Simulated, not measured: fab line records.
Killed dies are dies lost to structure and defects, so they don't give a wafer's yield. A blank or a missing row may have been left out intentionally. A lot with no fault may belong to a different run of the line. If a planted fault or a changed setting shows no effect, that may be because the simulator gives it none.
Struck lot and sound lot, side by side / flow nand-harc / 14 steps out of a route of 1159
Sound: wafers L646.3, L646.4, L646.5. Struck: wafer L650.6 (left out: L650.3, a lot-mate that was not struck); the cause follows at the end.
Per side, at each step with rows, come the tool, then ch with its chambers, and then its first start. Under that, the readings that differ: sound wafers / struck wafers / difference of the means / sigmas: that difference in standard deviations of wafers without a fault.
alike: same words and numbers on both sides, and readings whose means sit less than 2 such deviations apart. not compared: any withheld reading, any reading some wafer has no value for, any bound like >300 that may hide the same value, and any number with overlapping values for which the record gives no deviation.
A row with sigmas, a row that says differs or no value, or rows on one side alone: a step with any of these is where the two part. Non-overlapping numbers with no deviation appear without sigmas and do not part them. A reading that every wafer of one side lacks parts them only if that side has two wafers or more.

NHARC_P_GATE_RTA_82: time 30 s.
  sound on rtp-anneal-02 ch 0, day 5 14:26; struck on rtp-anneal-02 ch 0, day 6 05:19
  alike: lamp-power-pct, wafer_temp_C_max
NHARC_P_GATE_INSPECT_68:
  sound on defect-inspect-01, day 5 14:35; struck on defect-inspect-01, day 6 05:28
  alike: raw-defect-count
NHARC_P_CONTACT_DEP_30: deposits SiNx, target thk 30 nm.
  sound on pecvd-04 ch 0,2, day 5 14:39; struck on pecvd-01 ch 1, day 6 05:34
  alike: heater-power-w
NHARC_P_CONTACT_DEP_00: deposits SiO2, target thk 500 nm.
  sound: pecvd-04 ch 0,2; struck: pecvd-01 ch 1
  alike: heater-power-w, showerhead-vpp-V, throttle-valve-pct
NHARC_P_CONTACT_CMP_01: polishes SiO2, target thk 200 nm.
  sound on cmp-02 ch 2,3, day 5 15:22; struck on cmp-02 ch 1, day 6 06:17
  alike: motor-current-A, slurry-filter-dp-kPa
then, 6 steps without rows for these wafers: NHARC_P_CONTACT_SRD_03; NHARC_P_CONTACT_DEHYDRATE_04 (time 120 s); NHARC_P_CONTACT_HMDS_05 (time 30 s); NHARC_P_CONTACT_COAT_33 (time 75 s); NHARC_P_CONTACT_COAT_34 (time 65 s); NHARC_P_CONTACT_COAT_06 (resist thk 90 nm).
NHARC_P_CONTACT_SOFTBAKE_07: time 55 s.
  sound on litho-track-01 ch 0, day 5 15:00; struck on litho-track-01 ch 0, day 6 06:00
reading=heater-power-total-W (W); sound=188.32 188.69 188.35; struck=209.37; difference=+20.92; sigmas=+99 or more
after that, 1 step had no rows for these wafers: NHARC_P_CONTACT_EBR_08.
-- break in the record here, with 15 days between the starts of the struck wafers on either side (left off in module P_CONTACT, picked up again in module END, where the first step shown is number 1159 on the route) --
NHARC_END_SORT_01:
  here the record holds rows for the struck wafers (prober-02 ch 0, day 21 03:56) but none for the sound ones

WHERE THEY PART
First at NHARC_P_CONTACT_SOFTBAKE_07; last, within this record, at NHARC_END_SORT_01.

WHY: what the simulator had put in
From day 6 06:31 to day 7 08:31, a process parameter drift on litho-track-01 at NHARC_P_CONTACT_SOFTBAKE_07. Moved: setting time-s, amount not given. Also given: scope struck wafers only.
